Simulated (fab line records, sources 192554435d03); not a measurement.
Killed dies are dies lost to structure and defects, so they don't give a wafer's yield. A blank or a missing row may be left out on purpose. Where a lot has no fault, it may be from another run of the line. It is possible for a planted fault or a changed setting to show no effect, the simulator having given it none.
fab line records	flow n5-finfet
record lots=15	wafers=41	last-day=17
route steps=1938 shown BEOL_M3@1001 BEOL_M4@1021
lots untouched by any fault: they come from a run of this same line in which no faults occurred
start-h: hours from the record's first day to the start of the lot's first wafer shown	wait-h: how many hours have passed since the lot's step before this one	" repeats the value in the row above	L1.1+2: a row that stands for several wafers	- no value present, or no start provided	* or withheld: withheld	< > ~ a bound
route shown NAME@n: NAME is a module with steps in the file, n the number in the route of the first one	usual: the fault-free wafers' mean and standard deviation	same: alike in all rows	chamber/n: place in a boat	sites: each site's reading	_std_site: the standard deviation of these	_edge_site: the outer-site mean with the inner-site mean subtracted	radius-mm: for every site, how far away it sits from the centre of the wafer	mask NAME#n: copy n	behind: tool/chamber where the wafer was last shaped	hold: cause of the lot's hold/its duration in hours/its outcome	device: transistor that didn't switch, given as n, p or np	end of line: tests of these same wafers at the route's end	for a step that has no rows: nothing shown but its recipe	killed: dies lost to structure and defects at the first sort, not the wafer's yield	map: per-die view of a wafer (x killed, . not killed, _ where there is no die)
set.NAME: the run value of the setting; set.NAME@STEP: its run value at that earlier step	model.NAME: the simulator's own value behind a step, which no gauge read
one table for each step of the route and one row for each wafer, over a sample of lots
services: a tool's chamber out of use, with start hour (start-h, from the record's first day; less than 0 if before it), hours out, and reason
## steps
# step N5_BEOL_M3_ANNEAL_87
# recipe temp-c=400	time-s=240	ambient=vacuum
# usual heater-power-w=801/53
lot.wafer	tool	chamber	start-h	wait-h	heater-power-w
L889.3	pvd-sputter-01	-	151.52	0.0	812
L889.5	"	-	"	"	743
L889.6	"	-	"	"	845
L890.3	pvd-sputter-03	-	151.98	0.0	725
L890.4	"	-	"	"	815
L890.6	"	-	"	"	727
L891.3	pvd-sputter-02	-	166.24	0.0	822
L891.4	"	-	"	"	717
L891.6	"	-	"	"	795
L892.2	pvd-sputter-01	-	167.26	0.0	786
L892.5	"	-	"	"	834
L893.1	pvd-sputter-01	-	182.29	0.0	827
L893.3	"	-	"	"	807
L893.6	"	-	"	"	804
L895.1	pvd-sputter-03	-	184.09	0.0	804
L895.2	"	-	"	"	719
L895.4	"	-	"	"	938
L894.1	pvd-sputter-01	-	186.95	0.0	738
L894.3	"	-	"	"	816
L894.5	"	-	"	"	803
L896.2	pvd-sputter-03	-	195.79	0.0	701
L896.5	"	-	"	"	728
L896.6	"	-	"	"	818
L897.1	pvd-sputter-02	-	197.17	0.0	728
L897.2	"	-	"	"	813
L897.3	"	-	"	"	720
L902.4	pvd-sputter-01	-	231.08	0.0	750
L902.5	"	-	"	"	753
L903.1	pvd-sputter-01	-	236.14	0.0	756
L903.5	"	-	"	"	824
L906.1	pvd-sputter-03	-	258.62	0.0	899
L906.6	"	-	"	"	739
L910.2	pvd-sputter-02	-	276.53	0.0	710
L910.3	"	-	"	"	787
L910.5	"	-	"	"	803
L911.2	pvd-sputter-01	-	283.75	0.0	833
L911.4	"	-	"	"	751
L911.5	"	-	"	"	761
L912.1	pvd-sputter-03	-	284.29	0.0	853
L912.3	"	-	"	"	814
L912.5	"	-	"	"	818
# step N5_BEOL_M3_ANNEAL_93
# recipe temp-c=400	time-s=240	ambient=vacuum
# usual heater-power-w=800/52
lot.wafer	tool	chamber	start-h	wait-h	heater-power-w
L889.3	pvd-sputter-01	-	152.18	0.0	828
L889.5	"	-	"	"	769
L889.6	"	-	"	"	808
L890.3	pvd-sputter-03	-	152.64	0.0	720
L890.4	"	-	"	"	785
L890.6	"	-	"	"	724
L891.3	pvd-sputter-02	-	166.90	0.0	812
L891.4	"	-	"	"	713
L891.6	"	-	"	"	821
L892.2	pvd-sputter-01	-	167.92	0.0	801
L892.5	"	-	"	"	848
L893.1	pvd-sputter-01	-	182.95	0.0	811
L893.3	"	-	"	"	794
L893.6	"	-	"	"	802
L895.1	pvd-sputter-03	-	184.75	0.0	802
L895.2	"	-	"	"	723
L895.4	"	-	"	"	908
L894.1	pvd-sputter-01	-	187.61	0.0	746
L894.3	"	-	"	"	809
L894.5	"	-	"	"	796
L896.2	pvd-sputter-03	-	196.45	0.0	750
L896.5	"	-	"	"	723
L896.6	"	-	"	"	798
L897.1	pvd-sputter-02	-	197.83	0.0	736
L897.2	"	-	"	"	809
L897.3	"	-	"	"	701
L902.4	pvd-sputter-01	-	231.74	0.0	755
L902.5	"	-	"	"	751
L903.1	pvd-sputter-01	-	236.80	0.0	750
L903.5	"	-	"	"	819
L906.1	pvd-sputter-03	-	259.28	0.0	922
L906.6	"	-	"	"	713
L910.2	pvd-sputter-02	-	277.19	0.0	721
L910.3	"	-	"	"	771
L910.5	"	-	"	"	821
L911.2	pvd-sputter-01	-	284.41	0.0	821
L911.4	"	-	"	"	751
L911.5	"	-	"	"	766
L912.1	pvd-sputter-03	-	284.95	0.0	842
L912.3	"	-	"	"	813
L912.5	"	-	"	"	823
# step N5_BEOL_M3_DEP_57
# recipe material=SiCN	target-thk-a=80	temp-c=withheld	precursor=3MS/NH3	pressure-torr=3	rf-w=202	time-s=14
# usual showerhead-plenum-p-Torr=3.659/0.0084	throttle-valve-pct=9.0/0.59
lot.wafer	tool	chamber	start-h	wait-h	showerhead-plenum-p-Torr	throttle-valve-pct
L889.3	pecvd-04	2	153.53	0.0	3.667	8.6
L889.5	"	0	"	"	3.642	9.3
L889.6	"	1	"	"	3.657	9.5
L890.3	pecvd-02	1	153.99	0.0	3.671	9.5
L890.4	"	2	"	"	3.648	8.5
L890.6	"	0	"	"	3.653	8.9
L891.3	pecvd-04	1	168.25	0.0	3.651	9.3
L891.4	"	1	"	"	3.659	9.4
L891.6	"	2	"	"	3.665	8.5
L892.2	pecvd-02	2	169.33	0.0	3.663	8.5
L892.5	"	1	"	"	3.665	9.1
L893.1	pecvd-04	1	184.86	0.0	3.661	9.4
L893.3	"	0	"	"	3.648	9.6
L893.6	"	2	"	"	3.669	8.7
L895.1	pecvd-01	1	186.27	0.0	3.666	10.4
L895.2	"	2	"	"	3.674	8.6
L895.4	"	1	"	"	3.657	10.5
L894.1	pecvd-01	2	189.51	0.0	3.675	8.4
L894.3	"	0	"	"	3.655	8.1
L894.5	"	0	"	"	3.659	8.5
L896.2	pecvd-04	0	198.01	0.0	3.649	9.4
L896.5	"	1	"	"	3.659	9.4
L896.6	"	2	"	"	3.657	8.7
L897.1	pecvd-04	1	199.20	0.0	3.657	9.4
L897.2	"	0	"	"	3.655	9.3
L897.3	"	2	"	"	3.666	8.7
L902.4	pecvd-02	0	233.10	0.0	3.654	9.0
L902.5	"	1	"	"	3.669	9.5
L903.1	pecvd-01	1	238.69	0.0	3.656	9.9
L903.5	"	1	"	"	3.660	10.2
L906.1	pecvd-01	1	260.64	0.0	3.656	10.3
L906.6	"	0	"	"	3.648	8.3
L910.2	pecvd-02	2	278.56	0.0	3.661	8.1
L910.3	"	0	"	"	3.661	9.3
L910.5	"	0	"	"	3.657	8.9
L911.2	pecvd-04	1	285.75	0.0	3.658	9.5
L911.4	"	2	"	"	3.669	8.8
L911.5	"	1	"	"	3.655	9.4
L912.1	pecvd-02	2	286.29	0.0	3.649	8.3
L912.3	"	1	"	"	3.670	9.6
L912.5	"	2	"	"	3.652	8.3
# step N5_BEOL_M4_ILD_DEP_00
# recipe material=SiOC	target-thk-a=790	temp-c=350	precursor=DEMS/O2	pressure-torr=5	rf-w=500	time-s=15.3
# usual heater-power-w=531/79	showerhead-plenum-p-Torr=5.687/0.011	throttle-valve-pct=11.9/0.73
lot.wafer	tool	chamber	start-h	wait-h	heater-power-w	showerhead-plenum-p-Torr	throttle-valve-pct
L889.3	pecvd-03	2	153.67	0.0	404	5.697	11.9
L889.5	"	2	"	"	400	5.709	11.9
L889.6	"	1	"	"	526	5.677	11.0
L890.3	pecvd-04	2	154.14	0.0	613	5.689	11.5
L890.4	"	1	"	"	669	5.703	12.3
L890.6	"	2	"	"	632	5.708	11.4
L891.3	pecvd-01	2	168.38	0.0	521	5.698	11.2
L891.4	"	1	"	"	495	5.695	13.5
L891.6	"	2	"	"	512	5.682	11.5
L892.2	pecvd-03	2	169.46	0.0	360	5.686	12.1
L892.5	"	2	"	"	371	5.700	12.0
L893.1	pecvd-04	1	184.99	0.0	620	5.692	12.3
L893.3	"	2	"	"	572	5.685	11.7
L893.6	"	2	"	"	572	5.686	11.5
L895.1	pecvd-01	0	186.40	0.0	548	5.679	10.7
L895.2	"	2	"	"	522	5.711	11.3
L895.4	"	0	"	"	550	5.684	10.9
L894.1	pecvd-04	0	189.64	0.0	432	5.673	12.5
L894.3	"	1	"	"	642	5.689	12.5
L894.5	"	1	"	"	678	5.697	12.4
L896.2	pecvd-04	1	198.14	0.0	591	5.687	12.2
L896.5	"	2	"	"	653	5.684	11.3
L896.6	"	0	"	"	493	5.664	12.9
L897.1	pecvd-03	2	199.33	0.0	405	5.693	12.1
L897.2	"	1	"	"	563	5.693	11.1
L897.3	"	0	"	"	510	5.687	11.5
L902.4	pecvd-03	1	233.23	0.1	494	5.682	11.2
L902.5	"	0	"	"	561	5.694	11.8
L903.1	pecvd-03	0	238.83	0.0	526	5.693	11.7
L903.5	"	0	"	"	534	5.693	11.5
L906.1	pecvd-03	0	260.77	0.0	448	5.681	11.8
L906.6	"	2	"	"	387	5.687	11.9
L910.2	pecvd-04	2	278.69	0.0	568	5.691	11.6
L910.3	"	2	"	"	584	5.699	11.4
L910.5	"	2	"	"	574	5.695	11.6
L911.2	pecvd-04	0	285.89	0.0	524	5.678	12.5
L911.4	"	1	"	"	640	5.682	12.5
L911.5	"	0	"	"	514	5.665	12.4
L912.1	pecvd-04	1	286.42	0.0	582	5.678	12.2
L912.3	"	2	"	"	634	5.684	11.8
L912.5	"	1	"	"	581	5.698	12.5
# step N5_BEOL_M4_THK_MEAS_01
# recipe reads=SiOC_of_BEOL_M4_ILD_DEP_00
# usual M4_ILD_THK=79.4/1
lot.wafer	tool	chamber	start-h	wait-h	M4_ILD_THK[nm]
L889.3	film-metro-02	-	153.74	0.1	78.6
L889.5	"	-	"	"	80.1
L889.6	"	-	"	"	79.8
L890.3	film-metro-01	-	154.21	0.1	80.8
L890.4	"	-	"	"	80.7
L890.6	"	-	"	"	81.8
L891.3	film-metro-02	-	168.44	0.1	80.0
L891.4	"	-	"	"	79.9
L891.6	"	-	"	"	81.3
L892.2	film-metro-01	-	169.53	0.1	78.8
L892.5	"	-	"	"	80.3
L893.1	film-metro-01	-	185.06	0.0	79.1
L893.3	"	-	"	"	80.0
L893.6	"	-	"	"	80.8
L895.1	film-metro-02	-	186.46	0.0	78.4
L895.2	"	-	"	"	78.8
L895.4	"	-	"	"	80.4
L894.1	film-metro-01	-	189.71	0.0	80.3
L894.3	"	-	"	"	78.0
L894.5	"	-	"	"	80.5
L896.2	film-metro-02	-	198.21	0.1	78.5
L896.5	"	-	"	"	81.6
L896.6	"	-	"	"	80.6
L897.1	film-metro-01	-	199.40	0.0	79.1
L897.2	"	-	"	"	79.2
L897.3	"	-	"	"	78.7
L902.4	film-metro-02	-	233.30	0.1	79.9
L902.5	"	-	"	"	54.5
L903.1	film-metro-02	-	238.90	0.0	56.1
L903.5	"	-	"	"	56.3
L906.1	film-metro-01	-	260.84	0.0	54.6
L906.6	"	-	"	"	78.5
L910.2	film-metro-02	-	278.78	0.1	78.3
L910.3	"	-	"	"	78.7
L910.5	"	-	"	"	79.3
L911.2	film-metro-01	-	285.95	0.1	78.6
L911.4	"	-	"	"	78.6
L911.5	"	-	"	"	79.8
L912.1	film-metro-01	-	286.49	0.0	79.2
L912.3	"	-	"	"	79.3
L912.5	"	-	"	"	79.3
# step N5_BEOL_M4_RC_MEAS_101
# usual DIBL_N=35.9/1.6	DIBL_P=35.6/2.1	IOFF_N=0.149/0.029	IOFF_P=0.20/0.033	ION_N=671/11	ION_P=460/7.3	SS_N=71.4/0.62	SS_P=73.2/0.65	VT_N=251/3.1	VT_P=-251/3.4
lot.wafer	tool	chamber	start-h	wait-h	DIBL_N[mV/V]	DIBL_P[mV/V]	IOFF_N[nA/um]	IOFF_P[nA/um]	ION_N[uA/um]	ION_P[uA/um]	SS_N[mV/dec]	SS_P[mV/dec]	VT_N[mV]	VT_P[mV]
L889.3	prober-02	0	165.61	0.3	35.4	33.8	0.133	0.15	662	445	70.8	72.5	251	-258
L889.5	"	0	"	"	34.5	34.4	0.124	0.15	656	451	70.5	72.7	254	-256
L889.6	"	0	"	"	34.0	34.4	0.116	0.16	655	453	69.8	72.6	254	-257
L890.3	prober-01	0	166.34	0.3	36.1	35.7	0.154	0.20	668	459	71.1	73.1	253	-249
L890.4	"	0	"	"	36.0	36.3	0.150	0.22	666	460	71.1	73.1	252	-248
L890.6	"	0	"	"	34.9	33.9	0.130	0.18	672	459	70.7	73.0	253	-252
L891.3	prober-01	0	180.00	0.3	34.8	36.8	0.153	0.19	687	462	71.7	73.5	252	-255
L891.4	"	0	"	"	35.9	38.6	0.169	0.20	676	455	72.1	73.4	252	-253
L891.6	"	0	"	"	33.8	35.6	0.124	0.17	654	454	71.4	72.9	260	-256
L892.2	prober-02	0	182.65	0.2	35.5	36.8	0.138	0.18	668	454	71.2	73.5	251	-256
L892.5	"	0	"	"	34.7	35.0	0.136	0.16	668	452	71.5	72.3	253	-256
L893.1	prober-02	0	192.97	0.0	34.9	35.5	0.133	0.19	665	451	71.9	72.9	252	-251
L893.3	"	0	"	"	32.3	33.0	0.114	0.16	669	456	70.5	73.0	254	-253
L893.6	"	0	"	"	33.7	34.1	0.122	0.18	667	464	70.7	72.4	252	-254
L895.1	prober-02	0	196.43	0.0	36.4	36.1	0.144	0.17	659	444	72.3	72.7	252	-258
L895.2	"	0	"	"	35.6	37.0	0.144	0.18	665	452	71.3	72.4	250	-254
L895.4	"	0	"	"	36.7	38.0	0.158	0.20	668	459	71.3	73.1	251	-252
L894.1	prober-02	0	199.72	0.0	35.4	33.4	0.133	0.18	668	459	70.8	72.8	251	-251
L894.3	"	0	"	"	34.4	31.4	0.114	0.15	664	456	71.0	72.5	254	-254
L894.5	"	0	"	"	36.6	34.7	0.152	0.19	677	459	71.3	73.8	250	-251
L896.2	prober-02	0	205.42	0.2	38.3	37.6	0.182	0.26	680	468	72.3	73.0	247	-248
L896.5	"	0	"	"	35.9	34.8	0.149	0.22	675	471	71.2	72.7	250	-245
L896.6	"	0	"	"	35.0	33.7	0.126	0.19	663	461	70.9	72.9	252	-251
L897.1	prober-01	0	209.04	0.0	36.0	38.9	0.162	0.24	676	477	70.3	73.6	250	-247
L897.2	"	0	"	"	36.4	37.9	0.158	0.22	681	468	71.3	73.6	248	-248
L897.3	"	0	"	"	36.3	38.7	0.175	0.24	704	480	71.8	73.8	248	-245
L902.4	prober-01	0	247.06	0.5	35.1	33.3	0.135	0.19	662	461	71.3	73.0	253	-251
L906.6	prober-02	0	274.57	0.8	36.7	35.5	0.150	0.19	661	458	72.4	73.3	253	-254
L910.2	prober-02	0	288.99	0.2	36.6	35.6	0.183	0.23	677	466	72.1	73.3	245	-249
L910.3	"	0	"	"	35.3	35.2	0.175	0.23	686	469	71.3	73.8	245	-248
L910.5	"	0	"	"	35.5	34.1	0.161	0.20	670	457	72.1	73.5	248	-251
L911.2	prober-02	0	300.61	0.2	36.8	35.2	0.157	0.21	681	468	70.7	73.0	253	-250
L911.4	"	0	"	"	38.7	38.1	0.199	0.26	683	467	71.9	73.8	245	-244
L911.5	"	0	"	"	39.1	38.4	0.213	0.27	697	475	72.5	74.2	244	-248
L912.1	prober-02	0	303.75	0.0	34.6	34.7	0.133	0.19	665	458	71.8	72.8	251	-251
L912.3	"	0	"	"	34.9	33.6	0.135	0.16	679	461	71.3	72.4	252	-253
L912.5	"	0	"	"	35.7	34.8	0.154	0.19	681	459	71.5	73.6	250	-249
## services
tool	chamber	start-h	hours	kind
pecvd-01	2	129.52	16.5	scheduled-down
pecvd-04	-	129.76	2.1	repair
pecvd-04	-	134.06	2.2	repair
pecvd-01	0	135.19	14.8	repair
pecvd-04	2	169.33	2.1	scheduled-down
pecvd-03	2	171.08	2.1	scheduled-down
pecvd-01	-	178.46	0.7	repair
pecvd-02	0	192.85	6.5	repair
pecvd-01	-	195.58	6.0	pm
pecvd-01	2	202.38	-	clean
pecvd-01	2	202.38	-	consumable-replace:showerhead
pecvd-01	2	202.38	29.0	scheduled-down
pecvd-01	2	202.38	29.0	vent-cycle
pecvd-04	-	218.53	6.0	pm
pecvd-03	2	228.10	7.4	repair
pecvd-02	0	238.79	12.3	repair
pecvd-04	0	259.29	2.1	scheduled-down
pecvd-04	0	272.73	8.0	repair
pecvd-01	0	276.77	4.4	repair
## key
first-sign step=N5_BEOL_M4_THK_MEAS_01	reading=M4_ILD_THK	direction=down	sigmas=23	usual=79.4	struck=55.4
effect none on later readings
met-at N5_BEOL_M4_ILD_DEP_00
struck-lots L902,L903,L906
struck-wafers L902.5,L903.1,L903.5,L906.1
later-rows-left-out L902.5,L903.1,L903.5,L906.1
sort-left-out L902.5,L903.1,L903.5,L906.1
not-acting-at N5_BEOL_M3_ANNEAL_87,N5_BEOL_M3_ANNEAL_93,N5_BEOL_M3_DEP_57
onset-between 199.33 233.23
fault kind=process-parameter-drift	tool=pecvd-03	chamber=-	onset-h=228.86	steps=N5_BEOL_M4_ILD_DEP_00	channel=time-s	offset=*	shape=step	end-h=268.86	scope=struck-wafers-only	acts-in=*	stated=*
# sort-left-out: the simulated sort isn't trusted on such a fault, so these wafers' sort isn't shown, and their yield isn't known
# later-rows-left-out: the simulator's readings of these wafers behind a module that went badly wrong aren't trusted and aren't shown, but for the sort
